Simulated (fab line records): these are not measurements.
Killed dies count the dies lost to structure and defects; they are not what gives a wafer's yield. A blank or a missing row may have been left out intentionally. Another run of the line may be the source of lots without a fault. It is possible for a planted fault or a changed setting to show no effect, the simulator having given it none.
Which of the tools did it? ; flow nand_harc ; 7 lots with 21 wafers sampled at 3 steps, on a route of 1159 steps

== WHAT THE GAUGES SHOWED, per wafer ==
NHARC_A_ONON_D1_THK_MEAS_21: measures by ellipsometry.
lot;measured;on;thk_nm (nm)
L826;day 8 11:32;film_metro-02;1015 1015 1016
L828;day 9 03:46;film_metro-01;998 999 996
L831;day 9 22:36;film_metro-01;974 976 977
L836;day 11 03:35;film_metro-01;1007 1008 1007
L839;day 12 09:05;film_metro-02;510 1000 998
L843;day 12 21:44;film_metro-01;1000 1000 1002
L846;day 13 14:14;film_metro-02;998 1000 1000

== EACH LOT AND THE TOOL THAT RAN IT (in order: tool; ch and the chambers of the sampled wafers; start) ==
lot;NHARC_A_ZERO_WELL_ETCH_19;NHARC_A_ONON_D1_DEP_19
L826;rie_diel-10 ch 0,1,2, day 7 04:35;pecvd_onon-03 ch 0, day 8 11:03
L828;rie_diel-01 ch 0,1, day 7 18:24;pecvd_onon-03 ch 0, day 9 03:19
L831;rie_diel-01 ch 0,1,2, day 8 11:47;pecvd_onon-01 ch 0, day 9 22:04
L836;rie_diel-01 ch 2,3, day 9 18:12;pecvd_onon-02 ch 0, day 11 03:11
L839;rie_diel-10 ch 2,3, day 10 20:06;pecvd_onon-03 ch 0, day 12 08:34
L843;rie_diel-10 ch 0,2,3, day 11 13:05;pecvd_onon-01 ch 0, day 12 21:17
L846;rie_diel-01 ch 1,2,3, day 12 05:38;pecvd_onon-01 ch 0, day 13 13:43
- NHARC_A_ZERO_WELL_ETCH_19: etches the open film in N2/H2, target depth 80 nm, overetch 24 nm, time 87.88 s.
- NHARC_A_ONON_D1_DEP_19: target thk 1000 nm.

== THE ANSWER, worked out from the rows above alone ==
Rule: the lots themselves supply what counts as usual. Put in order of their means at a reading, lots are off if they are a third of the lots or fewer, leave a main group of 4 or more, and stand apart from it by a gap of 3 or more times the standard deviation of the main group's means; of several such gaps the widest counts. A main group is skipped when, at the precision printed for the reading in the tables above, its means are all equal. Also off: a lot with no number at a reading for which 4 or more lots have one. Any other lot the step has rows for is counted as sound.
Off at NHARC_A_ONON_D1_THK_MEAS_21 (thk_nm): L839. Mean 999 nm and standard deviation 12 in the main group.
If a tool, at a process step before that reading, ran all the lots that are off and no sound lot after the first of them, it fits. Gauges at NHARC_A_ONON_D1_THK_MEAS_21: tried the same way as those tools. One candidate fits, namely pecvd_onon-03 at NHARC_A_ONON_D1_DEP_19. Its last sound lot is L828 (day 9 03:19), its first lot that is off L839 (day 12 08:34): a fault that began between those two fits.

== WHAT HAD BEEN PUT IN BY THE SIMULATOR ==
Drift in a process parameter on pecvd_onon-03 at NHARC_A_ONON_D1_DEP_19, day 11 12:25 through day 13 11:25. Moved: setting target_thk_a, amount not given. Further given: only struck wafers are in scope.
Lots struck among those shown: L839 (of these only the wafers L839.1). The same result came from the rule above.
